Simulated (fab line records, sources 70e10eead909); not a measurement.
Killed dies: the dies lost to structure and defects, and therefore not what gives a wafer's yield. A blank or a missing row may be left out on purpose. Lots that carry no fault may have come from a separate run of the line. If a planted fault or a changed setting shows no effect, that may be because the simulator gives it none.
fab line records ; flow nand-harc
record: lots: 12; wafers: 36; last-day: 24
route steps=1159 shown P_GATE@142
lots that met no fault: from a run of the same line without faults
start-h: hours from the record's first day to the start of the lot's first wafer shown ; wait-h: hours elapsed since this lot's preceding step ; " identical to the entry in the row above ; L1.1+2: one row covering several wafers at once ; - either no value or no given start ; * or withheld: withheld ; < > ~ a bound
route shown NAME@n: names a module that has steps shown in the file, with the first one's number in the route ; usual: mean and standard deviation over wafers with no fault ; same: alike in all rows ; chamber/n: place in a boat ; sites: each site's reading ; _std_site: standard deviation of those values ; _edge_site: inner sites' mean taken away from outer sites' mean ; radius-mm: how far each site lies from the wafer's centre ; mask NAME#n: copy n ; behind: tool/chamber where the wafer was last shaped ; hold: why the lot was held/for how many hours/how that ended ; device: the n, p or np transistor that did not switch ; end of line: at the end of the route, the tests of the same wafers ; step lacking rows: just its recipe ; killed: count of dies lost to structure and defects at first sort (not the wafer's yield) ; map: shows each die of a wafer: x if killed, . if not, _ if none is there
set.NAME: the setting that was run; set.NAME@STEP: the one run at that earlier step ; model.NAME: the simulator's own value behind a step, which no gauge read
route steps across a sampled set of lots; one table per step, one row per wafer
services: the hour from which a tool's chamber was out of use, counted from the record's first day as start-h (under 0 if before that day), plus the number of hours and why
== steps ==
step: NHARC_P_GATE_OVL_MEAS_27
usual: overlay-x-nm: 0.1/0.81; overlay-y-nm: -0.1/0.85
lot.wafer;tool;chamber;start-h;wait-h;overlay-x-nm;overlay-y-nm
L760.2;overlay-01;-;107.56;-;0.4;0.9
L760.4;overlay-01;-;107.56;-;1.4;1.4
L760.6;overlay-01;-;107.56;-;1.1;0.7
L759.4;overlay-02;-;107.71;-;0.1;-0.2
L759.5;overlay-02;-;107.71;-;0.4;-0.1
L759.6;overlay-02;-;107.71;-;-0.3;-0.2
L762.3;overlay-02;-;119.05;-;-0.4;0.5
L762.4;overlay-02;-;119.05;-;0.2;0.2
L762.6;overlay-02;-;119.05;-;0.1;0.5
L761.3;overlay-02;-;119.89;-;0.1;1.0
L761.4;overlay-02;-;119.89;-;-0.5;0.5
L761.5;overlay-02;-;119.89;-;-0.6;0.8
L763.1;overlay-01;-;133.66;-;0.1;-0.6
L763.4;overlay-01;-;133.66;-;-0.6;-0.9
L763.5;overlay-01;-;133.66;-;-0.2;-0.9
L764.1;overlay-01;-;137.79;-;-1.8;0.0
L764.5;overlay-01;-;137.79;-;-1.7;0.2
L764.6;overlay-01;-;137.79;-;-2.1;0.3
L770.2;overlay-02;-;178.35;-;1.0;0.4
L770.4;overlay-02;-;178.35;-;1.4;0.7
L770.5;overlay-02;-;178.35;-;1.4;0.8
L772.1;overlay-02;-;185.33;-;0.7;0.7
L772.2;overlay-02;-;185.33;-;0.3;1.1
L772.5;overlay-02;-;185.33;-;0.5;1.0
L775.3;overlay-02;-;197.43;-;-0.6;0.0
L775.5;overlay-02;-;197.43;-;-1.0;-0.5
L775.6;overlay-02;-;197.43;-;-1.0;0.2
L774.3;overlay-01;-;197.58;-;-0.1;1.9
L774.4;overlay-01;-;197.58;-;-0.3;1.8
L774.6;overlay-01;-;197.58;-;-0.2;1.8
L776.2;overlay-02;-;212.41;-;-0.2;0.2
L776.3;overlay-02;-;212.41;-;0.0;-0.4
L776.4;overlay-02;-;212.41;-;0.3;-0.6
L779.3;overlay-01;-;227.73;-;0.3;-0.7
L779.5;overlay-01;-;227.73;-;-0.3;-0.3
L779.6;overlay-01;-;227.73;-;0.4;0.1
step: NHARC_P_GATE_PEB_44
recipe: peb-temp-c: 118; peb-time-s: 85
usual: exhaust-pa: 45.0/0.86; heater-power-total-W: 164.01/0.27; plate-temp-C: 118.00/0.13
lot.wafer;tool;chamber;start-h;wait-h;exhaust-pa;heater-power-total-W;plate-temp-C
L759.4;litho-track-05;0;120.00;0.1;44.9;163.72;118.16
L759.5;litho-track-05;0;120.00;0.1;44.9;164.07;117.98
L759.6;litho-track-05;0;120.00;0.1;45.0;163.78;118.10
L760.2;litho-track-07;0;121.93;0.1;45.3;164.03;118.12
L760.4;litho-track-07;0;121.93;0.1;45.5;163.93;117.93
L760.6;litho-track-07;0;121.93;0.1;45.0;164.00;118.06
L762.3;litho-track-05;0;131.21;0.1;45.3;164.17;117.89
L762.4;litho-track-05;0;131.21;0.1;43.6;163.71;118.07
L762.6;litho-track-05;0;131.21;0.1;44.4;163.99;118.07
L761.3;litho-track-05;0;131.60;0.1;45.7;164.10;118.12
L761.4;litho-track-05;0;131.60;0.1;46.0;164.01;117.93
L761.5;litho-track-05;0;131.60;0.1;45.8;164.39;118.08
L763.1;litho-track-07;0;147.64;0.1;46.7;163.98;117.74
L763.4;litho-track-07;0;147.64;0.1;45.6;164.22;117.86
L763.5;litho-track-07;0;147.64;0.1;45.3;163.62;118.00
L764.1;litho-track-05;0;149.72;0.1;44.9;163.68;117.94
L764.5;litho-track-05;0;149.72;0.1;44.5;163.99;117.89
L764.6;litho-track-05;0;149.72;0.1;45.5;164.19;117.98
L770.2;litho-track-05;0;189.95;0.1;46.2;161.69;116.75
L770.4;litho-track-05;0;189.95;0.1;44.7;161.73;116.84
L770.5;litho-track-05;0;189.95;0.1;45.8;161.58;116.68
L772.1;litho-track-05;0;197.44;0.1;45.6;161.75;116.70
L772.2;litho-track-05;0;197.44;0.1;44.9;161.27;116.45
L772.5;litho-track-05;0;197.44;0.1;46.7;161.65;116.21
L775.3;litho-track-07;0;209.37;0.1;43.9;164.42;117.97
L775.5;litho-track-07;0;209.37;0.1;44.8;163.65;118.05
L775.6;litho-track-07;0;209.37;0.1;45.0;163.62;118.08
L774.3;litho-track-03;0;209.53;0.1;45.0;164.39;118.03
L774.4;litho-track-03;0;209.53;0.1;46.3;163.93;117.98
L774.6;litho-track-03;0;209.53;0.1;44.4;164.29;117.85
L776.2;litho-track-03;0;224.44;0.1;44.4;163.68;118.18
L776.3;litho-track-03;0;224.44;0.1;44.3;163.75;118.06
L776.4;litho-track-03;0;224.44;0.1;44.8;163.67;118.14
L779.3;litho-track-03;0;239.65;0.1;43.4;164.17;118.17
L779.5;litho-track-03;0;239.65;0.1;42.7;163.62;118.13
L779.6;litho-track-03;0;239.65;0.1;43.0;164.33;118.07
step: NHARC_P_GATE_DESCUM_48
recipe: time-s: 3; o2-flow-sccm: 200; ar-flow-sccm: 0; bias-power-w: 0; chemistry: O2
usual: drypump-motor-current-A: 5.6/0.39; oes-product-au: 1.005/0.0083; rf-vpp-V: 57.9/0.87; showerhead-plenum-p-Torr: 1.94/0.084; throttle-valve-pct: 11.311/0.0093
lot.wafer;tool;chamber;start-h;wait-h;drypump-motor-current-A;oes-product-au;rf-hours-counter-h;rf-vpp-V;showerhead-plenum-p-Torr;throttle-valve-pct
L759.4;rie-diel-06;3;120.32;-;6.1;1.010;19;58.8;1.96;11.298
L759.6;rie-diel-06;0;120.32;-;5.6;0.996;-;57.8;1.80;11.322
L759.5;rie-diel-06;1;120.32;-;6.0;1.011;-;58.0;1.87;11.307
L760.2;rie-diel-11;3;122.18;-;5.6;0.997;22;59.6;2.05;11.305
L760.4;rie-diel-11;1;122.18;-;5.8;1.000;21;56.9;2.00;11.299
L760.6;rie-diel-11;3;122.18;-;5.6;0.997;-;58.6;2.05;11.308
L762.4;rie-diel-11;1;131.47;-;5.7;1.018;22;59.0;2.00;11.332
L762.3;rie-diel-11;2;131.47;-;5.4;1.011;23;58.0;2.00;11.305
L762.6;rie-diel-11;2;131.47;-;5.4;0.996;-;57.6;2.00;11.295
L761.3;rie-diel-11;0;131.86;-;5.1;1.009;18;57.4;1.81;11.310
L761.4;rie-diel-11;2;131.86;-;5.4;0.991;23;58.4;2.00;11.293
L761.5;rie-diel-11;1;131.86;-;5.7;1.001;-;58.0;2.00;11.309
L763.1;rie-diel-11;0;147.89;-;5.1;1.015;20;57.3;1.81;11.312
L763.4;rie-diel-11;2;147.89;-;5.4;0.999;26;58.4;2.00;11.304
L763.5;rie-diel-11;0;147.89;-;5.1;1.013;-;57.7;1.81;11.300
L764.1;rie-diel-11;1;150.01;-;5.7;0.984;25;58.5;2.00;11.304
L764.6;rie-diel-11;2;150.01;-;5.4;0.997;-;59.2;2.00;11.323
L764.5;rie-diel-11;3;150.01;-;5.6;0.995;-;59.3;2.05;11.320
L770.4;rie-diel-06;3;190.22;-;6.1;1.001;37;56.9;1.95;11.307
L770.2;rie-diel-06;0;190.22;-;5.6;1.015;42;57.5;1.79;11.292
L770.5;rie-diel-06;3;190.22;-;6.1;1.002;-;58.0;1.95;11.301
L772.2;rie-diel-06;2;197.76;-;5.0;1.009;48;57.8;1.97;11.306
L772.1;rie-diel-06;3;197.76;-;6.1;1.002;40;56.4;1.95;11.311
L772.5;rie-diel-06;0;197.76;-;5.6;0.998;-;57.2;1.79;11.320
L775.3;rie-diel-06;2;209.62;-;5.0;1.011;52;57.8;1.97;11.297
L775.5;rie-diel-06;2;209.62;-;5.0;1.018;-;56.5;1.97;11.317
L775.6;rie-diel-06;3;209.62;-;6.1;1.003;-;58.6;1.95;11.300
L774.3;rie-diel-06;3;209.79;-;6.1;1.008;43;56.2;1.95;11.301
L774.4;rie-diel-06;1;209.79;-;6.0;1.012;52;57.0;1.86;11.307
L774.6;rie-diel-06;3;209.79;-;6.1;1.010;-;56.3;1.95;11.312
L776.3;rie-diel-09;1;224.69;-;5.8;0.997;50;58.8;1.95;11.316
L776.4;rie-diel-09;2;224.69;-;6.2;1.005;47;56.5;1.96;11.322
L776.2;rie-diel-09;0;224.69;-;4.8;1.000;50;59.1;1.91;11.300
L779.3;rie-diel-09;2;239.91;-;6.2;1.006;51;58.3;1.96;11.336
L779.6;rie-diel-09;1;239.91;-;5.8;1.004;-;58.1;1.95;11.315
L779.5;rie-diel-09;2;239.91;-;6.2;1.000;-;59.0;1.96;11.302
step: NHARC_P_GATE_RTA_64
recipe: temp-c: 1050; time-s: 1
usual: lamp-power-pct: 39.9/1.4; lamp_zone_5_pct: 39.9/1.4; lamp_zone_7_pct: 40.4/1.4; wafer_temp_C_max: 1055.9/1.8
lot.wafer;tool;chamber;start-h;wait-h;lamp-power-pct;lamp_zone_5_pct;lamp_zone_7_pct;wafer_temp_C_max
L759.4;rtp-anneal-02;0;125.36;-;41.1;41.0;41.5;1059.3
L759.5;rtp-anneal-02;0;125.36;-;41.1;41.0;41.4;1056.8
L759.6;rtp-anneal-02;0;125.36;-;41.0;41.0;41.5;1059.2
L760.2;rtp-anneal-01;0;127.32;-;38.3;38.3;38.8;1054.8
L760.4;rtp-anneal-01;0;127.32;-;38.2;38.3;38.7;1054.7
L760.6;rtp-anneal-01;0;127.32;-;38.3;38.3;38.7;1054.2
L762.3;rtp-anneal-01;0;136.65;-;38.3;38.3;38.9;1054.1
L762.4;rtp-anneal-01;0;136.65;-;38.3;38.3;38.7;1055.1
L762.6;rtp-anneal-01;0;136.65;-;38.3;38.3;38.7;1054.9
L761.3;rtp-anneal-02;0;137.44;-;41.0;41.0;41.5;1057.5
L761.4;rtp-anneal-02;0;137.44;-;41.1;41.1;41.6;1056.0
L761.5;rtp-anneal-02;0;137.44;-;41.1;41.1;41.6;1054.5
L763.1;rtp-anneal-02;0;153.03;-;41.0;41.1;41.5;1058.3
L763.4;rtp-anneal-02;0;153.03;-;41.0;41.0;41.5;1057.8
L763.5;rtp-anneal-02;0;153.03;-;41.0;40.9;41.4;1057.4
L764.1;rtp-anneal-01;0;155.23;-;38.1;38.1;38.7;1055.8
L764.5;rtp-anneal-01;0;155.23;-;38.2;38.2;38.7;1053.8
L764.6;rtp-anneal-01;0;155.23;-;38.3;38.2;38.7;1053.8
L770.2;rtp-anneal-02;0;195.72;-;41.0;41.0;41.5;1058.9
L770.4;rtp-anneal-02;0;195.72;-;41.1;41.1;41.5;1055.6
L770.5;rtp-anneal-02;0;195.72;-;41.0;41.0;41.6;1058.2
L772.1;rtp-anneal-02;0;202.83;-;41.1;41.0;41.6;1057.4
L772.2;rtp-anneal-02;0;202.83;-;41.1;41.1;41.5;1058.1
L772.5;rtp-anneal-02;0;202.83;-;41.0;41.0;41.5;1057.0
L775.3;rtp-anneal-01;0;214.90;-;38.3;38.2;38.8;1054.4
L775.5;rtp-anneal-01;0;214.90;-;38.3;38.2;38.7;1054.1
L775.6;rtp-anneal-01;0;214.90;-;38.3;38.3;38.8;1054.8
L774.3;rtp-anneal-02;0;215.07;-;41.1;41.0;41.5;1055.4
L774.4;rtp-anneal-02;0;215.07;-;41.0;41.0;41.5;1057.5
L774.6;rtp-anneal-02;0;215.07;-;41.0;41.0;41.6;1058.5
L776.2;rtp-anneal-02;0;229.77;-;41.1;41.1;41.7;1060.2
L776.3;rtp-anneal-02;0;229.77;-;41.0;41.0;41.6;1056.9
L776.4;rtp-anneal-02;0;229.77;-;41.1;41.0;41.6;1058.7
L779.3;rtp-anneal-02;0;245.38;-;41.1;41.0;41.5;1057.1
L779.5;rtp-anneal-02;0;245.38;-;41.0;41.0;41.6;1058.8
L779.6;rtp-anneal-02;0;245.38;-;41.0;41.1;41.6;1056.9
== services ==
tool;chamber;start-h;hours;kind
rie-diel-06;0;97.75;-;clean
rie-diel-06;1;97.75;-;clean
rie-diel-06;2;97.75;-;clean
rie-diel-06;3;97.75;-;clean
rie-diel-06;0;101.13;2.3;repair
rie-diel-09;-;106.78;0.4;repair
rie-diel-11;0;119.69;-;clean
rie-diel-11;1;119.69;-;clean
rie-diel-11;2;119.69;-;clean
rie-diel-11;3;119.69;-;clean
rie-diel-06;0;122.25;-;clean
rie-diel-06;1;122.25;-;clean
rie-diel-06;2;122.25;-;clean
rie-diel-06;3;122.25;-;clean
rie-diel-09;-;139.59;0.7;repair
rie-diel-06;3;166.94;16.7;repair
litho-track-07;-;189.00;7.0;pm
rie-diel-11;-;189.50;9.0;pm
rie-diel-11;-;210.24;0.9;repair
litho-track-03;-;213.01;7.0;pm
rie-diel-09;-;214.98;1.6;repair
litho-track-05;-;237.00;7.0;pm
rie-diel-09;-;240.67;0.8;repair
rie-diel-06;-;242.47;9.0;pm
== key ==
first-sign: step: NHARC_P_GATE_PEB_44; reading: plate-temp-C; direction: down; sigmas: 11; usual: *; struck: *
effect: step: NHARC_P_GATE_PEB_44; reading: heater-power-total-W; direction: down; sigmas: 8.8; usual: *; struck: *
met-at NHARC_P_GATE_PEB_44
struck-lots L770,L772
tester-left-out L770,L772
not-acting-at NHARC_P_GATE_OVL_MEAS_27,NHARC_P_GATE_DESCUM_48,NHARC_P_GATE_RTA_64
onset-between 149.72 189.95
fault: kind: process-parameter-drift; tool: litho-track-05; chamber: -; onset-h: 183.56; steps: NHARC_P_GATE_PEB_44; channel: peb-temp-c; offset: *; shape: step; end-h: 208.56; acts-in: *; stated: *
tester-left-out: of these lots the tester's yield and bins aren't shown, on N5 and GAA mostly nor the transistor test; their killed dies are dies lost to structure and defects alone, not to doping, threshold or leakage, so they don't give the yield
